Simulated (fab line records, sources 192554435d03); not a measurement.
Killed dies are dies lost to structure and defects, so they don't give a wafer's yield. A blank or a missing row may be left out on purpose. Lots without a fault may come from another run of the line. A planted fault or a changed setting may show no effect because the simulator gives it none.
Split-lot experiment | flow n5_finfet | 7 lots, 39 wafers read, on a route of 1938 steps

THE SPLIT
At N5_PASSIVATION_ETCH_54 (etches SiO2 in CHF3/O2, target depth 880 nm, time 440 s), the setting target_depth_a was moved away from the recipe's 8800 angstrom on 9 of the 39 wafers read, by -55.5% to +28.0%. The other wafers ran this setting at the recipe's value.

The reading is taken at the split's own step.

THE READING
etch.depth_nm (the simulator's own value, which no gauge read), in nm, at N5_PASSIVATION_ETCH_54 (etches SiO2 in CHF3/O2, target depth 880 nm, time 440 s). The file gives no usual value for it. The 30 wafers here that ran the recipe average 873.9 nm, standard deviation 13 nm.

wafer  | tool, chamber at the split | target_depth_a as run, angstrom | against the recipe | etch.depth_nm, nm | against lot-mates on the recipe
L074.1 | rie_diel-04, 2             | 8800                            | recipe             | 881.4             | -
L074.2 | rie_diel-04, 1             | 8800                            | recipe             | 869.8             | -
L074.3 | rie_diel-04, 3             | 3919                            | -55.5%             | 383.2             | -487.4
L074.4 | rie_diel-04, 2             | 3919                            | -55.5%             | 390.9             | -479.7
L074.5 | rie_diel-04, 3             | 8800                            | recipe             | 860.6             | -
L074.6 | rie_diel-04, 1             | 3919                            | -55.5%             | 386.6             | -484.0
L080.1 | rie_diel-04, 0             | 8800                            | recipe             | 858.2             | -
L080.2 | rie_diel-04, 3             | 8800                            | recipe             | 860.6             | -
L080.3 | rie_diel-04, 2             | 8800                            | recipe             | 868.9             | -
L080.4 | rie_diel-04, 3             | 8800                            | recipe             | 866.1             | -
L080.5 | rie_diel-04, 0             | 8800                            | recipe             | 863.6             | -
L080.6 | rie_diel-04, 2             | 8800                            | recipe             | 868.4             | -
L085.1 | rie_diel-02, 0             | 8800                            | recipe             | 874.5             | -
L085.2 | rie_diel-02, 2             | 8800                            | recipe             | 876               | -
L085.3 | rie_diel-02, 1             | 8800                            | recipe             | 883               | -
L085.4 | rie_diel-02, 2             | 8800                            | recipe             | 879.3             | -
L085.5 | rie_diel-02, 0             | 8800                            | recipe             | 871.3             | -
L085.6 | rie_diel-02, 1             | 8800                            | recipe             | 883.8             | -
L089.1 | rie_diel-05, 1             | 8800                            | recipe             | 853.2             | -
L089.2 | rie_diel-05, 0             | 5268                            | -40.1%             | 518.6             | -331.5
L089.3 | rie_diel-05, 3             | 8800                            | recipe             | 850.9             | -
L089.4 | rie_diel-05, 0             | 5268                            | -40.1%             | 515.6             | -334.5
L089.5 | rie_diel-05, 1             | 5268                            | -40.1%             | 511.2             | -338.9
L089.6 | rie_diel-05, 3             | 8800                            | recipe             | 846.2             | -
L091.1 | rie_diel-04, 0             | 8800                            | recipe             | 887.6             | -
L091.2 | rie_diel-04, 1             | 8800                            | recipe             | 893.7             | -
L091.3 | rie_diel-04, 2             | 8800                            | recipe             | 880.5             | -
L091.4 | rie_diel-04, 2             | 8800                            | recipe             | 877.1             | -
L091.5 | rie_diel-04, 0             | 8800                            | recipe             | 879.2             | -
L091.6 | rie_diel-04, 1             | 8800                            | recipe             | 896.1             | -
L093.1 | rie_diel-02, 1             | 8800                            | recipe             | 878.6             | -
L093.3 | rie_diel-02, 3             | 8800                            | recipe             | 874.5             | -
L093.4 | rie_diel-02, 0             | 8800                            | recipe             | 894.1             | -
L097.1 | rie_diel-05, 0             | 8800                            | recipe             | 861.9             | -
L097.2 | rie_diel-05, 2             | 11260                           | +28.0%             | 1153              | +273.3
L097.3 | rie_diel-05, 3             | 11260                           | +28.0%             | 1098              | +218.3
L097.4 | rie_diel-05, 1             | 8800                            | recipe             | 887.8             | -
L097.5 | rie_diel-05, 1             | 8800                            | recipe             | 889.4             | -
L097.6 | rie_diel-05, 2             | 11260                           | +28.0%             | 1146              | +266.3

THE FIT
A straight line over all 39 wafers: etch.depth_nm changes by +8.91 nm for each +1% of target_depth_a; r = +1.00; the points scatter about the line by 14 nm.
The same after taking each lot's own level away (the mean of its wafers on the recipe; 39 wafers): +8.68 nm for each +1%; r = +1.00; scatter 10 nm.
On that fit, the largest move of target_depth_a shifts the reading by 4.8e+02 nm.
The lots' own levels span 850.10 to 885.70 nm, that is 2.8 times the standard deviation above.
So the lot-to-lot level changes the slope little: the two slopes agree.
Check: with one of the wafers moved furthest among these (-55.5%) left out of the fit, the line predicts -478 nm for it against its lot-mates. It came out at -487 nm against them.

OTHER SPLITS ON THESE WAFERS
These wafers also went through other splits before the reading. Each is held against what the fit with the lots' levels taken away leaves over:
other split on the same wafers | wafers away from the commonest value | r with etch.depth_nm (lot level and that fit taken away)
N5_BEOL_M15_ILD_DEP_00 time_s  | 18                                   | +0.21

THE WHOLE CHAIN: every reading that the file lists as answering this split, in the file's order
step                   | what it does                                            | reading                                                                       | change (the file's fit)              | r (the file's)
N5_PASSIVATION_ETCH_54 | etches SiO2 in CHF3/O2, target depth 880 nm, time 440 s | PASSIVATION.feature_depth_nm (the simulator's own value, which no gauge read) | +8.66 nm for each +1% of the setting | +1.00
N5_PASSIVATION_ETCH_54 | etches SiO2 in CHF3/O2, target depth 880 nm, time 440 s | etch.depth_nm (the simulator's own value, which no gauge read)                | +8.66 nm for each +1% of the setting | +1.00

THE FILE'S OWN FIT
etch.depth_nm changes by +8.66 nm for each +1% of target_depth_a, r = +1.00.
